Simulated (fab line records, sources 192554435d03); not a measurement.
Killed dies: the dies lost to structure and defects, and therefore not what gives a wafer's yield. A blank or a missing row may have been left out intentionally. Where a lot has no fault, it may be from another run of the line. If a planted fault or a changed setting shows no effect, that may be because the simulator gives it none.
Chamber matching -- flow n5-finfet -- 4 sister chambers for N5_BEOL_M10_ETCH_61 on rie-diel-04
The step etches SiARC in CF4, target depth 39 nm, time 65 s. 8 wafers are shown with their chamber, then 9 later ones without.

== WAFERS PAIRED WITH THEIR CHAMBERS ==
wafer,chamber,throttle-valve-pct (%),drypump-motor-current-A (A)
L076.6,1,15.31,5.96
L082.3,0,15.68,5.85
L082.4,1,15.33,5.92
L079.4,2,15.36,5.42
L079.5,2,15.37,5.43
L081.3,3,16.07,5.23
L081.5,0,15.70,5.88
L081.6,3,16.04,5.25

== WAFERS WITH NO CHAMBER GIVEN ==
wafer,throttle-valve-pct (%),drypump-motor-current-A (A)
L084.1,15.35,5.91
L084.4,15.40,5.39
L084.5,15.71,5.86
L087.1,15.37,5.90
L087.2,15.42,5.41
L087.6,15.72,5.85
L091.3,15.42,5.43
L091.4,15.38,5.94
L091.5,15.43,5.43

== THE CHAMBER EACH PASSED THROUGH ==
wafer,from the rows above,in truth
L084.1,1,1
L084.4,2,2
L084.5,0,0
L087.1,1,1
L087.2,2,2
L087.6,0,0
L091.3,2,2
L091.4,1,1
L091.5,2,2
Correctly placed: 9 of 9. Can't be placed from these rows: 0. 0 placed wrongly.
How it was worked out, from the rows above alone: a wafer's distance from a chamber is the root of the sum, over the readings, of the square of ((its reading less the chamber's mean) divided by the reading's scatter). The wafer belongs to the nearest chamber; if the next one is less than 2 further off, it can't be placed. A chamber's mean is the mean of its shown wafers. The scatter is the square root of a quotient: the sum, over the shown wafers, of each reading's squared deviation from its chamber's mean, divided by wafers minus chambers.
